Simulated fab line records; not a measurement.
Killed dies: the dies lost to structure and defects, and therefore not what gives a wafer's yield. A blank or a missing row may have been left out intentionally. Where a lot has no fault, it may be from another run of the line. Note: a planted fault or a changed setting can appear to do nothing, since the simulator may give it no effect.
Matching of chambers :: flow n5-finfet :: 4 sister chambers for N5_PASSIVATION_STRIP_34 on rie-diel-02
The step strips in O2. 14 wafers are shown with their chamber, then 6 later ones without.

== EACH WAFER AND ITS CHAMBER ==
wafer: L382.3
chamber: 0
drypump-motor-current-A (A): 6.5
throttle-valve-pct (%): 16.7
showerhead-plenum-p-Torr (Torr): 2.19

wafer: L382.4
chamber: 0
drypump-motor-current-A (A): 6.5
throttle-valve-pct (%): 16.6
showerhead-plenum-p-Torr (Torr): 2.20

wafer: L382.6
chamber: 2
drypump-motor-current-A (A): 5.1
throttle-valve-pct (%): 17.3
showerhead-plenum-p-Torr (Torr): 2.09

wafer: L381.3
chamber: 0
drypump-motor-current-A (A): 6.6
throttle-valve-pct (%): 16.7
showerhead-plenum-p-Torr (Torr): 2.20

wafer: L381.5
chamber: 0
drypump-motor-current-A (A): 6.6
throttle-valve-pct (%): 16.7
showerhead-plenum-p-Torr (Torr): 2.19

wafer: L381.6
chamber: 2
drypump-motor-current-A (A): 5.1
throttle-valve-pct (%): 17.2
showerhead-plenum-p-Torr (Torr): 2.09

wafer: L384.2
chamber: 2
drypump-motor-current-A (A): 5.1
throttle-valve-pct (%): 17.2
showerhead-plenum-p-Torr (Torr): 2.09

wafer: L384.5
chamber: 3
drypump-motor-current-A (A): 5.9
throttle-valve-pct (%): 17.1
showerhead-plenum-p-Torr (Torr): 2.10

wafer: L386.1
chamber: 0
drypump-motor-current-A (A): 6.6
throttle-valve-pct (%): 16.7
showerhead-plenum-p-Torr (Torr): 2.19

wafer: L386.3
chamber: 1
drypump-motor-current-A (A): 6.3
throttle-valve-pct (%): 16.0
showerhead-plenum-p-Torr (Torr): 2.05

wafer: L386.5
chamber: 3
drypump-motor-current-A (A): 5.9
throttle-valve-pct (%): 17.1
showerhead-plenum-p-Torr (Torr): 2.10

wafer: L389.1
chamber: 3
drypump-motor-current-A (A): 5.9
throttle-valve-pct (%): 17.1
showerhead-plenum-p-Torr (Torr): 2.09

wafer: L389.2
chamber: 2
drypump-motor-current-A (A): 5.1
throttle-valve-pct (%): 17.2
showerhead-plenum-p-Torr (Torr): 2.09

wafer: L389.3
chamber: 0
drypump-motor-current-A (A): 6.5
throttle-valve-pct (%): 16.7
showerhead-plenum-p-Torr (Torr): 2.19

SIGNATURES (averages over the wafers above)
reading: drypump-motor-current-A
chamber 0: 6.550
chamber 1: 6.300
chamber 2: 5.100
chamber 3: 5.900
scatter within a chamber: 0.0387

reading: throttle-valve-pct
chamber 0: 16.683
chamber 1: 16.000
chamber 2: 17.225
chamber 3: 17.100
scatter within a chamber: 0.0398

reading: showerhead-plenum-p-Torr
chamber 0: 2.1933
chamber 1: 2.0500
chamber 2: 2.0900
chamber 3: 2.0967
scatter within a chamber: 0.00447
Rule: for each reading, subtract the chamber's mean from the wafer's reading, divide by that reading's scatter and square the result; add these up over the readings and take the root, which gives the wafer's distance from the chamber. The wafer belongs to the nearest chamber; if the next one is less than 2 further off, it can't be placed. The scatter: take each reading less its chamber's mean, square it, sum over the shown wafers, divide by the number of wafers less the number of chambers, and take the root.

== WAFERS WITHOUT THEIR CHAMBER ==
wafer: L388.2
drypump-motor-current-A (A): 5.1
throttle-valve-pct (%): 17.2
showerhead-plenum-p-Torr (Torr): 2.09

wafer: L388.5
drypump-motor-current-A (A): 6.5
throttle-valve-pct (%): 16.7
showerhead-plenum-p-Torr (Torr): 2.19

wafer: L388.6
drypump-motor-current-A (A): 6.2
throttle-valve-pct (%): 16.0
showerhead-plenum-p-Torr (Torr): 2.05

wafer: L393.2
drypump-motor-current-A (A): 6.3
throttle-valve-pct (%): 16.1
showerhead-plenum-p-Torr (Torr): 2.04

wafer: L393.3
drypump-motor-current-A (A): 6.6
throttle-valve-pct (%): 16.7
showerhead-plenum-p-Torr (Torr): 2.19

wafer: L393.5
drypump-motor-current-A (A): 5.1
throttle-valve-pct (%): 17.3
showerhead-plenum-p-Torr (Torr): 2.08

== THE CHAMBER EACH PASSED THROUGH ==
wafer: L388.2
from the rows above: 2
in truth: 2

wafer: L388.5
from the rows above: 0
in truth: 0

wafer: L388.6
from the rows above: 1
in truth: 1

wafer: L393.2
from the rows above: 1
in truth: 1

wafer: L393.3
from the rows above: 0
in truth: 0

wafer: L393.5
from the rows above: 2
in truth: 2
Correct placement for 6 of the 6. From these rows, 0 cannot be placed. Wrongly placed: 0.
